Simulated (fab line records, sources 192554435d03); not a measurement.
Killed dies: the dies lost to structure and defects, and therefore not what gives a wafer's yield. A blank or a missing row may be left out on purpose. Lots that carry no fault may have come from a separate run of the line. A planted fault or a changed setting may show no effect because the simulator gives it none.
Lot-split experiment / flow n5-finfet / 21 wafers read from 7 lots, route of 1938 steps

== THE SPLIT ==
At N5_BEOL_M9_COAT_64 (time 60 s, resist thk 12 nm), the setting spin-rpm was moved away from the recipe's 1500 rpm on 6 of the 21 wafers read, by -7.2% to +10.5%. This setting was run at the recipe's value on the other wafers.

== FROM THE SPLIT TO THE READING: what the file shows between them, 5 steps ==
- N5_BEOL_M9_COAT_75: time 60 s, resist thk 5 nm
- N5_BEOL_M9_COAT_22: resist thk 30 nm
- N5_BEOL_M9_DESCUM_33: chemistry O2, time 7 s
- N5_BEOL_M9_ETCH_76: etches underlayer in N2/H2, target depth 6.5 nm, time 5.2 s
- N5_BEOL_M9_ETCH_65: etches SiARC in CF4, target depth 15.6 nm, time 26 s

== THE READING ==
SiARC_of_BEOL_M9_COAT_64.thk-nm (the simulator's own value, which no gauge read), in nm, at N5_BEOL_M9_ETCH_66 (etches SOC in N2/H2, target depth 80 nm, overetch 16 nm, time 120 s). No usual value for it is given in the file. Here, 15 wafers ran the recipe; their average is 6.4 nm with a standard deviation of 0.088 nm.

wafer=L075.2; tool, chamber at the split=litho-track-01, 0; spin-rpm as run, rpm=1500; against the recipe=recipe; SiARC_of_BEOL_M9_COAT_64.thk-nm, nm=6.2; against lot-mates on the recipe=-
wafer=L075.3; tool, chamber at the split=litho-track-01, 0; spin-rpm as run, rpm=1500; against the recipe=recipe; SiARC_of_BEOL_M9_COAT_64.thk-nm, nm=6.4; against lot-mates on the recipe=-
wafer=L075.5; tool, chamber at the split=litho-track-01, 0; spin-rpm as run, rpm=1500; against the recipe=recipe; SiARC_of_BEOL_M9_COAT_64.thk-nm, nm=6.4; against lot-mates on the recipe=-
wafer=L076.2; tool, chamber at the split=litho-track-03, 0; spin-rpm as run, rpm=1500; against the recipe=recipe; SiARC_of_BEOL_M9_COAT_64.thk-nm, nm=6.4; against lot-mates on the recipe=-
wafer=L076.6; tool, chamber at the split=litho-track-03, 0; spin-rpm as run, rpm=1500; against the recipe=recipe; SiARC_of_BEOL_M9_COAT_64.thk-nm, nm=6.4; against lot-mates on the recipe=-
wafer=L076.3; tool, chamber at the split=litho-track-03, 0; spin-rpm as run, rpm=1452; against the recipe=-3.2%; SiARC_of_BEOL_M9_COAT_64.thk-nm, nm=6.6; against lot-mates on the recipe=+0.2
wafer=L080.2; tool, chamber at the split=litho-track-05, 0; spin-rpm as run, rpm=1433; against the recipe=-4.5%; SiARC_of_BEOL_M9_COAT_64.thk-nm, nm=6.8; against lot-mates on the recipe=+0.4
wafer=L080.3; tool, chamber at the split=litho-track-05, 0; spin-rpm as run, rpm=1500; against the recipe=recipe; SiARC_of_BEOL_M9_COAT_64.thk-nm, nm=6.4; against lot-mates on the recipe=-
wafer=L080.5; tool, chamber at the split=litho-track-05, 0; spin-rpm as run, rpm=1500; against the recipe=recipe; SiARC_of_BEOL_M9_COAT_64.thk-nm, nm=6.4; against lot-mates on the recipe=-
wafer=L082.3; tool, chamber at the split=litho-track-01, 0; spin-rpm as run, rpm=1500; against the recipe=recipe; SiARC_of_BEOL_M9_COAT_64.thk-nm, nm=6.4; against lot-mates on the recipe=-
wafer=L082.4; tool, chamber at the split=litho-track-01, 0; spin-rpm as run, rpm=1500; against the recipe=recipe; SiARC_of_BEOL_M9_COAT_64.thk-nm, nm=6.4; against lot-mates on the recipe=-
wafer=L082.6; tool, chamber at the split=litho-track-01, 0; spin-rpm as run, rpm=1500; against the recipe=recipe; SiARC_of_BEOL_M9_COAT_64.thk-nm, nm=6.4; against lot-mates on the recipe=-
wafer=L086.1; tool, chamber at the split=litho-track-03, 0; spin-rpm as run, rpm=1500; against the recipe=recipe; SiARC_of_BEOL_M9_COAT_64.thk-nm, nm=6.4; against lot-mates on the recipe=-
wafer=L086.5; tool, chamber at the split=litho-track-03, 0; spin-rpm as run, rpm=1500; against the recipe=recipe; SiARC_of_BEOL_M9_COAT_64.thk-nm, nm=6.4; against lot-mates on the recipe=-
wafer=L086.4; tool, chamber at the split=litho-track-03, 0; spin-rpm as run, rpm=1657; against the recipe=+10.5%; SiARC_of_BEOL_M9_COAT_64.thk-nm, nm=5.8; against lot-mates on the recipe=-0.6
wafer=L085.2; tool, chamber at the split=litho-track-05, 0; spin-rpm as run, rpm=1500; against the recipe=recipe; SiARC_of_BEOL_M9_COAT_64.thk-nm, nm=6.6; against lot-mates on the recipe=-
wafer=L085.4; tool, chamber at the split=litho-track-05, 0; spin-rpm as run, rpm=1500; against the recipe=recipe; SiARC_of_BEOL_M9_COAT_64.thk-nm, nm=6.6; against lot-mates on the recipe=-
wafer=L085.3; tool, chamber at the split=litho-track-05, 0; spin-rpm as run, rpm=1500; against the recipe=recipe; SiARC_of_BEOL_M9_COAT_64.thk-nm, nm=6.4; against lot-mates on the recipe=-
wafer=L096.1; tool, chamber at the split=litho-track-01, 0; spin-rpm as run, rpm=1392; against the recipe=-7.2%; SiARC_of_BEOL_M9_COAT_64.thk-nm, nm=6.8; against lot-mates on the recipe=no lot-mate on the recipe
wafer=L096.4; tool, chamber at the split=litho-track-01, 0; spin-rpm as run, rpm=1392; against the recipe=-7.2%; SiARC_of_BEOL_M9_COAT_64.thk-nm, nm=6.8; against lot-mates on the recipe=no lot-mate on the recipe
wafer=L096.6; tool, chamber at the split=litho-track-01, 0; spin-rpm as run, rpm=1392; against the recipe=-7.2%; SiARC_of_BEOL_M9_COAT_64.thk-nm, nm=7; against lot-mates on the recipe=no lot-mate on the recipe

THE FIT
A straight line over all 21 wafers: SiARC_of_BEOL_M9_COAT_64.thk-nm changes by -0.0623 nm for each +1% of spin-rpm; r = -0.93; the points scatter about the line by 0.091 nm.
The same after taking each lot's own level away (the mean of its wafers on the recipe; 18 wafers): -0.0625 nm for each +1%; r = -0.94; scatter 0.066 nm.
That fit puts the effect of the largest move of spin-rpm on the reading at 0.65 nm.
The span of the lots' own levels, 6.33 to 6.53 nm, comes to 2.3 times the standard deviation stated above.
So the lot-to-lot level changes the slope little: the two slopes agree.
Check: with one of the wafers moved furthest among these (+10.5%) left out of the fit, the line predicts -0.845 nm for it against its lot-mates. It came out at -0.6 nm against them.

== FURTHER SPLITS ON THESE WAFERS ==
Other splits were also applied to these wafers ahead of the reading. Each is held against what the fit with the lots' levels taken away leaves over:
other split on the same wafers=N5_BEOL_M9_ETCH_62 time-s; wafers away from the commonest value=4; r with SiARC_of_BEOL_M9_COAT_64.thk-nm (lot level and that fit taken away)=+0.11

== THE WHOLE CHAIN: every reading that the file lists as answering this split, in the file's order ==
step=N5_BEOL_M9_COAT_64; what it does=time 60 s, resist thk 12 nm; reading=SiARC_of_BEOL_M9_COAT_64.thk-nm (the simulator's own value, which no gauge read); change (the file's fit)=-0.0484 nm for each +1% of the setting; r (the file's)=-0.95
step=N5_BEOL_M9_ETCH_65; what it does=etches SiARC in CF4, target depth 15.6 nm, time 26 s; reading=etch.depth-nm (the simulator's own value, which no gauge read); change (the file's fit)=-0.0581 nm for each +1% of the setting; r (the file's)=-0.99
step=N5_BEOL_M9_ETCH_65; what it does=etches SiARC in CF4, target depth 15.6 nm, time 26 s; reading=CAR-EUV_of_BEOL_M9_COAT_22.thk-nm (the simulator's own value, which no gauge read); change (the file's fit)=+0.0525 nm for each +1% of the setting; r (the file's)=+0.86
step=N5_BEOL_M9_ETCH_66; what it does=etches SOC in N2/H2, target depth 80 nm, overetch 16 nm, time 120 s; reading=SiARC_of_BEOL_M9_COAT_64.thk-nm (the simulator's own value, which no gauge read); change (the file's fit)=-0.0623 nm for each +1% of the setting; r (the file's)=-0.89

== FILE'S OWN FIT ==
SiARC_of_BEOL_M9_COAT_64.thk-nm changes by -0.0623 nm for each +1% of spin-rpm, r = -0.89.
